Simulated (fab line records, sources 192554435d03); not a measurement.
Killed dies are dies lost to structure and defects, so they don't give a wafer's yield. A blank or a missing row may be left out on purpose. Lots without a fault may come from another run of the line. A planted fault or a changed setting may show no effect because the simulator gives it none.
Which tool did it? | flow n5_finfet | 12 lots, 36 wafers sampled, at 5 steps of a route of 1938

WHAT THE GAUGES READ, wafer by wafer
The record holds no reading of a measuring or inspecting step that can be judged against a usual standard deviation.

WHICH TOOL RAN EACH LOT (tool, then ch and the chambers of the sampled wafers, then the start)
lot  | N5_SDB_ALD_29                    | N5_HKMG_FIN_HK_ALD_01           | N5_HKMG_FIN_ALD_75              | N5_HKMG_FIN_COAT_41              | N5_PASSIVATION_PROBE_49
L783 | ald_sin-03 ch 0,2, day 3 20:26   | ald_hk-03 ch 0,1,2, day 4 00:05 | ald_hk-01 ch 1,3, day 4 00:34   | litho_track-04 ch 0, day 4 00:40 | -
L784 | ald_sin-02 ch 0,2,3, day 4 04:53 | ald_hk-03 ch 1,2,3, day 4 08:32 | ald_hk-01 ch 1,2, day 4 09:08   | litho_track-01 ch 0, day 4 09:14 | -
L785 | ald_sin-04 ch 1,2,3, day 4 08:56 | ald_hk-02 ch 0,2,3, day 4 12:35 | ald_hk-03 ch 2,3, day 4 13:03   | litho_track-02 ch 0, day 4 13:09 | -
L788 | ald_sin-04 ch 0,1,3, day 5 02:20 | ald_hk-01 ch 0,1,2, day 5 05:59 | ald_hk-02 ch 0,1, day 5 06:29   | litho_track-04 ch 0, day 5 06:35 | prober-02, day 14 22:47
L790 | ald_sin-04 ch 0,1, day 5 15:46   | ald_hk-03 ch 0,1,2, day 5 19:32 | ald_hk-01 ch 0,2,3, day 5 20:11 | litho_track-04 ch 0, day 5 20:17 | -
L791 | ald_sin-02 ch 0,3, day 5 19:49   | ald_hk-02 ch 0,1,2, day 5 23:41 | ald_hk-03 ch 0,1,2, day 6 00:15 | litho_track-02 ch 0, day 6 00:21 | prober-01, day 15 04:16
L792 | ald_sin-03 ch 0,3, day 6 03:02   | ald_hk-01 ch 1,2, day 6 06:44   | ald_hk-02 ch 1,2, day 6 07:28   | litho_track-02 ch 0, day 6 07:34 | -
L800 | ald_sin-04 ch 0,1,3, day 8 01:02 | ald_hk-02 ch 0,3, day 8 04:52   | ald_hk-03 ch 0,2,3, day 8 05:34 | litho_track-02 ch 0, day 8 05:44 | -
L802 | ald_sin-03 ch 2,3, day 8 15:37   | ald_hk-02 ch 0,2,3, day 8 19:19 | ald_hk-03 ch 0,1,2, day 8 19:48 | litho_track-02 ch 0, day 8 19:54 | prober-01, day 20 05:02
L803 | ald_sin-02 ch 1,3, day 8 20:14   | ald_hk-02 ch 1,2,3, day 8 23:53 | ald_hk-03 ch 0,1, day 9 00:22   | litho_track-01 ch 0, day 9 00:28 | -
L805 | ald_sin-03 ch 2,3, day 9 07:40   | ald_hk-02 ch 0,3, day 9 11:28   | ald_hk-03 ch 1,2,3, day 9 11:56 | litho_track-01 ch 0, day 9 12:02 | -
L806 | ald_sin-03 ch 0,2, day 9 17:19   | ald_hk-01 ch 0,2,3, day 9 20:58 | ald_hk-02 ch 0,1, day 9 21:26   | litho_track-04 ch 0, day 9 21:32 | prober-01, day 20 09:09
- N5_SDB_ALD_29: deposits SiNx, target thk 30 nm, pulse time 1 s, ald cycles 600.
- N5_HKMG_FIN_HK_ALD_01: deposits HfO2, target thk 1.6 nm, pulse time 3 s, purge time 3 s.
- N5_HKMG_FIN_ALD_75: deposits Al2O3, target thk 1 nm, co reactant pulse time 1 s.
- N5_HKMG_FIN_COAT_41: time 60 s, resist thk 300 nm.
- N5_PASSIVATION_PROBE_49

WHAT THE TOOLS THEMSELVES READ (means of the sampled wafers that have a number; where no wafer has one, the mark that the record gives instead)
N5_SDB_ALD_29. Usual: heater_power_w 855 W, standard deviation 80; precursor_pulse_height_rel 1.000, standard deviation 0.018.
lot  | tool       | heater_power_w (W) | precursor_pulse_height_rel | flag
L783 | ald_sin-03 | 911                | 0.984                      |
L784 | ald_sin-02 | 865                | 1.004                      |
L785 | ald_sin-04 | 730                | 0.996                      |
L788 | ald_sin-04 | 766                | 1.014                      |
L790 | ald_sin-04 | 762                | 0.995                      |
L791 | ald_sin-02 | 895                | 0.993                      |
L792 | ald_sin-03 | 874                | 1.012                      |
L800 | ald_sin-04 | 779                | 0.991                      |
L802 | ald_sin-03 | 890                | 0.990                      |
L803 | ald_sin-02 | 841                | 1.015                      |
L805 | ald_sin-03 | 899                | 0.995                      |
L806 | ald_sin-03 | 907                | 0.992                      |

N5_HKMG_FIN_HK_ALD_01. Usual: precursor_pulse_height_rel 0.999, standard deviation 0.019.
lot  | tool      | precursor_pulse_height_rel | flag
L783 | ald_hk-03 | 1.013                      |
L784 | ald_hk-03 | 1.002                      |
L785 | ald_hk-02 | 1.000                      |
L788 | ald_hk-01 | 0.982                      |
L790 | ald_hk-03 | 1.003                      |
L791 | ald_hk-02 | 0.997                      |
L792 | ald_hk-01 | 0.995                      |
L800 | ald_hk-02 | 1.012                      |
L802 | ald_hk-02 | 1.000                      |
L803 | ald_hk-02 | 1.008                      |
L805 | ald_hk-02 | 0.996                      |
L806 | ald_hk-01 | 1.005                      |

N5_HKMG_FIN_ALD_75. Usual: heater_power_w 160 W, standard deviation 15; precursor_pulse_height_rel 0.999, standard deviation 0.017.
lot  | tool      | heater_power_w (W) | precursor_pulse_height_rel | flag
L783 | ald_hk-01 | 148                | 1.002                      |
L784 | ald_hk-01 | 147                | 0.989                      |
L785 | ald_hk-03 | 153                | 0.992                      |
L788 | ald_hk-02 | 158                | 0.989                      |
L790 | ald_hk-01 | 156                | 1.009                      |
L791 | ald_hk-03 | 160                | 0.992                      |
L792 | ald_hk-02 | 157                | 0.986                      |
L800 | ald_hk-03 | 156                | 0.993                      |
L802 | ald_hk-03 | 161                | 1.006                      |
L803 | ald_hk-03 | 169                | 0.997                      |
L805 | ald_hk-03 | 153                | 1.015                      |
L806 | ald_hk-02 | 170                | 0.976                      |

N5_HKMG_FIN_COAT_41. Usual: spin_speed_rpm 1500.1 rpm, standard deviation 1.1.
lot  | tool           | spin_speed_rpm (rpm) | flag
L783 | litho_track-04 | 1500.4               |
L784 | litho_track-01 | 1500.4               |
L785 | litho_track-02 | 1500.6               |
L788 | litho_track-04 | 1501.2               |
L790 | litho_track-04 | 1498.6               |
L791 | litho_track-02 | 1500.2               |
L792 | litho_track-02 | 1501.5               |
L800 | litho_track-02 | 1339.3               | OFF
L802 | litho_track-02 | 1337.7               | OFF
L803 | litho_track-01 | 1498.8               |
L805 | litho_track-01 | 1499.3               |
L806 | litho_track-04 | 1499.0               |

N5_PASSIVATION_PROBE_49. Usual: killed_at_M0_to_M3 36, standard deviation 11; killed_at_M4_up 13, standard deviation 5.1; killed_at_contacts 14, standard deviation 4.9; killed_at_front_end 41, standard deviation 10; killed_at_other 3.4, standard deviation 2.6; killed_dies 107, standard deviation 16; killed_on_rim 14, standard deviation 4; killed_open 70, standard deviation 11; killed_short 36, standard deviation 7.8.
lot  | tool      | killed_at_M0_to_M3 | killed_at_M4_up | killed_at_contacts | killed_at_front_end | killed_at_other | killed_dies | killed_on_rim | killed_open | killed_short | flag
L788 | prober-02 | 39                 | 12              | 17                 | 32                  | 1.0             | 101         | 12            | 72          | 29           |
L791 | prober-01 | 33                 | 11              | 15                 | 32                  | 3.0             | 95          | 13            | 64          | 30           |
L802 | prober-01 | 41                 | 16              | 10                 | 37                  | 2.3             | 106         | 11            | 68          | 36           |
L806 | prober-01 | 39                 | 16              | 11                 | 39                  | 1.0             | 106         | 15            | 65          | 36           |

THE ANSWER, worked out from the rows above alone
Rule: a lot is off if the mean of its wafers that have a number lies more than 3 standard deviations from the usual mean. A lot without any number at a reading at which 4 lots or more have one is off too. The other lots that the step has rows for count as sound. The gauges are gone through in route order, then the tools' own readings, and for those a lot's mean is taken as printed above. The first step at which some lot is off is used, and at that step the reading that is off furthest; a lot without a number counts as furthest.
Off: L800, L802, at N5_HKMG_FIN_COAT_41 (spin_speed_rpm).
A tool fits if, at that step or a process step before it, it ran every lot that is off, and no sound lot after the first of them. One fits: litho_track-02 at N5_HKMG_FIN_COAT_41. Its last sound lot is L792 (day 6 07:34), its first lot that is off L800 (day 8 05:44): a fault that began between those two fits.
The tool's own readings at N5_HKMG_FIN_COAT_41 bear it out: on the lots that are off they differ by more than 5 times the standard deviation of the sound lots' means. spin_speed_rpm reads 1338.5 rpm there against 1500.0 rpm on the sound lots.

WHAT THE SIMULATOR HAD PUT IN
Process parameter drift: litho_track-02, from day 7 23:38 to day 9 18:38, at N5_HKMG_FIN_COAT_41. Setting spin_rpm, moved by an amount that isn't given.
Lots struck among those shown: L800, L802. The rule above found the same.
